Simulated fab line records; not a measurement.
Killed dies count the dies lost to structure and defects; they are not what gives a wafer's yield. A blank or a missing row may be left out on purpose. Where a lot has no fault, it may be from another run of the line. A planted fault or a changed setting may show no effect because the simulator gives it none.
fab line records	flow nand-harc
record: lots: 6	wafers: 16	last-day: 23
route steps=1159 shown A_WL_FILL@811
lots with no fault: from the same line, run without faults
start-h: start of the lot's first displayed wafer, in hours after the record's first day	wait-h: time in hours since the lot's previous step	" the same as in the row above	L1.1+2: a single row standing in for several wafers	- either no value or no given start	* or withheld: withheld	< > ~ a bound
route shown NAME@n: NAME is a module with steps in the file, n the number in the route of the first one	usual: average and standard deviation across the fault-free wafers	same: alike in all rows	chamber/n: place in a boat	sites: the reading at each site	_std_site: standard deviation across them	_edge_site: outer sites' mean less inner sites'	radius-mm: how far each site lies from the wafer's centre	mask NAME#n: copy n	behind: the last tool/chamber to shape the wafer	hold: the reason the lot was held/the length of the hold in hours/how it ended	device: the transistor (n, p or np) that didn't switch	end of line: the same wafers' tests at the end of the route	where a step has no rows: the recipe by itself	killed: not the wafer's yield, but the dies lost to structure and defects at the first sort	map: a wafer's dies, x killed, . not, _ none there
set.NAME: the setting as run; set.NAME@STEP: as run at that earlier step	model.NAME: the simulator's own value behind a step, which no gauge read
certain route steps with their lots: each step a table, each wafer a row
services: from which hour (start-h, from the record's first day; less than 0 if before it) a tool's chamber was out of use, for how many hours, and why
== steps ==
step: NHARC_A_WL_FILL_ALD_02
recipe: target-thk-a: 20	pulse-time-s: 3	ald-cycles: 100	temp-c: 450	material: TiN
usual: heater-power-w: 1073/120	precursor-pulse-height-rel: 1.001/0.018
same: ald-cycles: 100	pulse-time-s: 3
lot.wafer	tool	chamber	start-h	wait-h	heater-power-w	precursor-pulse-height-rel
L973.4	ald-metal-04	3	345.23	0.1	909	1.021
L973.2	"	0	"	"	975	0.991
L973.5	"	3	"	"	910	0.990
L980.2	ald-metal-04	2	383.19	0.2	1103	0.978
L980.3	"	3	"	"	933	0.998
L980.6	"	1	"	"	1214	0.996
L985.2	ald-metal-03	1	406.15	0.2	1106	0.983
L985.6	"	2	"	"	1142	0.982
L985.4	"	3	"	"	1232	1.003
L983.4	ald-metal-01	3	407.04	0.2	807	1.035
L983.3	"	0	"	"	1004	1.017
L984.3	ald-metal-03	2	410.99	0.2	1090	0.993
L984.4	"	2	"	"	1097	0.987
L993.3	ald-metal-04	2	453.88	0.1	1180	1.004
L993.2	"	3	"	"	912	0.991
L993.1	"	0	"	"	982	1.023
step: NHARC_A_WL_FILL_CVD_03
recipe: target-thk-a: 400	temp-c: 300	pressure-torr: 40	wf6-flow-sccm: 40	h2-flow-sccm: 1600	ar-flow-sccm: 1560	time-s: 3302	material: W
usual: heater-power-w: 459/25	throttle-valve-pct: 7.81/0.22
lot.wafer	tool	chamber	start-h	wait-h	heater-power-w	throttle-valve-pct
L973.2	cvd-w-02	1	348.79	3.2	465	8.10
L973.4	"	1	"	"	448	7.93
L973.5	"	1	"	"	434	8.07
L980.2	cvd-w-01	0	392.35	8.8	448	7.76
L980.3	"	0	"	"	461	7.78
L980.6	"	0	"	"	450	7.75
L985.2	cvd-w-01	1	406.66	0.1	503	7.83
L985.4	"	0	408.06	1.5	456	7.47
L985.6	"	1	"	"	507	7.60
L983.4	cvd-w-02	1	408.36	1.0	430	7.95
L983.3	"	0	"	"	458	8.03
L984.4	cvd-w-02	0	412.39	1.0	471	7.91
L984.3	"	1	"	"	424	7.90
L993.1	cvd-w-02	1	458.10	3.8	422	7.97
L993.2	"	0	"	"	447	7.95
L993.3	"	1	"	"	419	7.95
step: NHARC_A_WL_FILL_ETCHBACK_04
recipe: target-depth-a: 600	time-s: 120	chemistry: NF3
usual: drypump-motor-current-A: 5.6/0.51	oes-product-au: 1.004/0.0086	run-length-s: 141.6/0.46
lot.wafer	tool	chamber	start-h	wait-h	drypump-motor-current-A	oes-product-au	rf-hours-counter-h	run-length-s
L973.2	rie-metal-01	0	351.65	2.4	5.0	1.020	0.1	141.4
L973.4	"	1	"	"	6.5	1.024	-	142.3
L973.5	"	1	"	"	6.5	1.009	-	141.6
L980.2	rie-metal-03	1	395.16	2.3	5.4	1.003	3.3	141.4
L980.3	"	0	"	"	5.8	1.008	-	141.8
L980.6	"	0	"	"	5.8	1.010	-	142.2
L985.2	rie-metal-02	0	409.95	2.8	5.7	0.994	0.2	141.7
L985.4	"	0	"	"	5.7	1.005	-	142.4
L985.6	"	0	"	"	5.7	1.005	-	141.8
L983.4	rie-metal-03	1	410.82	2.0	5.4	1.006	-	142.0
L983.3	"	0	"	"	5.8	1.012	-	142.3
L984.4	rie-metal-02	0	414.84	2.0	5.7	1.007	-	142.2
L984.3	"	1	"	"	5.1	0.995	-	141.1
L993.1	rie-metal-01	0	461.42	2.8	5.0	0.991	3.9	140.8
L993.2	"	1	"	"	6.5	1.017	3.9	141.9
L993.3	"	1	"	"	6.6	1.015	-	141.4
step: NHARC_A_WL_FILL_ETCHBACK_05
recipe: target-depth-a: 220	time-s: 60	temp-c: 40	chemistry: Cl2/BCl3
usual: drypump-motor-current-A: 5.6/0.51	oes-product-au: 1.004/0.0097	run-length-s: 81.5/0.41	temp-c: 40.00/0.11
lot.wafer	tool	chamber	start-h	wait-h	drypump-motor-current-A	oes-product-au	rf-hours-counter-h	run-length-s	temp-c
L973.2	rie-metal-01	1	351.90	0.2	6.6	1.021	0.2	81.9	40.08
L973.4	"	0	"	"	4.9	1.023	-	80.8	39.95
L973.5	"	1	"	"	6.6	1.012	-	81.8	40.05
L980.2	rie-metal-03	0	395.41	0.2	5.8	1.007	3.4	82.2	40.06
L980.3	"	1	"	"	5.4	0.999	-	81.5	40.06
L980.6	"	1	"	"	5.4	1.002	-	81.4	40.11
L985.2	rie-metal-02	1	410.20	0.2	5.0	0.999	0.4	80.9	40.07
L985.4	"	1	"	"	5.0	1.003	-	81.2	40.10
L985.6	"	0	"	"	5.7	1.010	-	82.3	40.12
L983.3	rie-metal-03	1	411.01	0.1	5.4	1.001	-	81.3	40.04
L983.4	"	0	"	"	5.8	1.007	-	82.1	39.97
L984.4	rie-metal-02	0	415.03	0.2	5.7	1.007	-	81.6	39.86
L984.3	"	1	"	"	5.1	1.002	-	81.0	40.04
L993.2	rie-metal-01	1	461.66	0.2	6.6	1.004	4.0	81.7	40.12
L993.1	"	0	"	"	5.0	0.995	4.0	81.0	39.97
L993.3	"	1	"	"	6.6	1.019	-	81.9	39.92
step: NHARC_A_WL_FILL_STRIP_27
recipe: power-w: 1500	temp-c: 250	time-s: 20	chemistry: N2/H2
usual: drypump-motor-current-A: 5.72/0.28	heater-power-w: 319/16	temp-c: 249.98/0.19
lot.wafer	tool	chamber	start-h	wait-h	drypump-motor-current-A	heater-power-w	rf-hours-counter-h	temp-c
L973.2	plasma-asher-01	1	352.05	0.1	5.49	309	21	250.04
L973.4	"	0	"	"	5.42	350	-	250.03
L973.5	"	1	"	"	5.49	301	-	249.92
L980.2	plasma-asher-01	1	395.57	0.1	5.49	309	39	249.89
L980.3	"	0	"	"	5.42	348	-	250.13
L980.6	"	0	"	"	5.42	351	-	250.07
L985.2	plasma-asher-02	1	410.36	0.2	6.13	326	14	249.86
L985.4	"	1	"	"	6.11	326	-	249.65
L985.6	"	0	"	"	5.75	308	-	249.99
L983.4	plasma-asher-01	1	411.17	0.1	5.48	307	-	249.86
L983.3	"	0	"	"	5.42	347	-	249.95
L984.3	plasma-asher-01	1	415.19	0.1	5.46	305	-	250.42
L984.4	"	0	"	"	5.43	335	-	249.71
L993.1	plasma-asher-01	0	462.00	0.3	5.42	332	0	250.10
L993.2	"	1	"	"	5.48	301	0	249.89
L993.3	"	0	"	"	5.40	342	-	250.16
step: NHARC_A_WL_FILL_STRIP_28
recipe: time-s: 1200	temp-c: 72.5	chemistry: post-etch-residue-remover
step: NHARC_A_WL_FILL_PRECLEAN_06
recipe: time-s: 300	chemistry: DIW
step: NHARC_A_WL_FILL_SRD_07
step: NHARC_A_WL_FILL_ANNEAL_08
recipe: temp-c: 450	time-s: 1800
step: NHARC_A_WL_FILL_ALD_10
recipe: target-thk-a: 500	pulse-time-s: 10	ald-cycles: 500	temp-c: 300	material: SiO2
step: NHARC_A_WL_FILL_ETCHBACK_16
recipe: target-depth-a: 880	time-s: 17.6	c4f8-flow-sccm: withheld	o2-flow-sccm: 8	ar-flow-sccm: withheld	rf-w: 600	bias-w: 800	chemistry: C4F8/O2/Ar
usual: oes-product-au: 0.99/0.03	rf-vpp-V: 724/3.1	run-length-s: 38.7/0.56
lot.wafer	tool	chamber	start-h	wait-h	oes-product-au	rf-hours-counter-h	rf-vpp-V	run-length-s
L973.2	rie-diel-01	0	359.11	-	1.03	2.6	729	38.3
L973.4	"	3	"	"	0.99	2.2	722	38.5
L973.5	"	0	"	"	1.03	-	729	38.5
L980.3	rie-diel-10	3	409.87	-	1.00	1.1	723	38.4
L980.2	"	1	"	"	1.00	1.3	724	39.4
L980.6	"	3	"	"	0.99	-	724	38.2
L985.4	rie-diel-01	0	423.94	-	0.96	6.5	727	38.3
L985.2	"	1	"	"	0.89	6.1	721	37.7
L985.6	"	3	"	"	0.91	-	722	39.2
L983.4	rie-diel-10	1	424.00	-	1.01	1.8	722	28.2
L983.3	"	2	"	"	0.99	1.6	721	28.2
L984.4	rie-diel-10	2	427.10	-	0.99	1.7	718	28.8
L984.3	"	3	"	"	1.00	1.7	725	27.1
L993.1	rie-diel-01	3	470.53	-	0.98	9.5	723	38.8
L993.3	"	0	"	"	1.03	10.3	728	38.3
L993.2	"	1	"	"	0.97	9.3	721	38.4
step: NHARC_A_WL_FILL_STRIP_29
recipe: time-s: 20	o2-flow-sccm: 500	ar-flow-sccm: 0	bias-w: 0	chemistry: O2
== services ==
tool	chamber	start-h	hours	kind
ald-metal-03	-	322.00	10.0	pm
rie-metal-01	-	332.00	9.0	pm
rie-metal-01	0	332.00	9.0	vent-cycle
rie-metal-01	1	332.00	9.0	vent-cycle
rie-metal-01	0	341.00	-	clean
rie-diel-10	-	353.50	9.0	pm
plasma-asher-02	-	360.08	9.0	pm
rie-metal-03	-	361.77	0.6	repair
cvd-w-02	-	377.78	13.0	pm
ald-metal-01	3	378.46	2.2	repair
rie-metal-02	-	388.00	9.0	pm
ald-metal-03	0	397.36	14.3	repair
ald-metal-04	-	406.00	10.0	pm
plasma-asher-02	-	424.09	2.2	repair
rie-metal-01	-	427.84	0.5	repair
ald-metal-04	1	438.73	25.8	repair
plasma-asher-01	-	453.00	9.0	pm
plasma-asher-01	0	453.00	9.0	vent-cycle
plasma-asher-01	1	453.00	9.0	vent-cycle
rie-metal-03	-	453.00	9.0	pm
ald-metal-01	-	458.00	10.0	pm
plasma-asher-01	0	462.00	-	clean
plasma-asher-01	1	462.00	-	clean
plasma-asher-01	-	469.89	1.8	repair
== key ==
first-sign: step: NHARC_A_WL_FILL_ETCHBACK_16	reading: run-length-s	direction: down	sigmas: 19	usual: *	struck: *
effect none on later readings
met-at NHARC_A_WL_FILL_ETCHBACK_16
struck-wafers L983.3,L983.4,L984.3,L984.4
later-rows-left-out L983.3,L983.4,L984.3,L984.4
sort-left-out L983.3,L983.4,L984.3,L984.4
tester-left-out L983,L984
onset-between 409.87 424.00
fault: kind: process-parameter-drift	tool: rie-diel-10	chamber: -	onset-h: 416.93	steps: NHARC_A_WL_FILL_ETCHBACK_16	channel: time-s	offset: *	shape: step	end-h: 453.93	scope: struck-wafers-only	acts-in: *	stated: *
tester-left-out: of these lots the tester's yield and bins aren't shown, on N5 and GAA mostly nor the transistor test; their killed dies are dies lost to structure and defects alone, not to doping, threshold or leakage, so they don't give the yield
sort-left-out: the simulated sort isn't trusted on such a fault, so these wafers' sort isn't shown, and their yield isn't known
later-rows-left-out: the simulator's readings of these wafers behind a module that went badly wrong aren't trusted and aren't shown, but for the sort
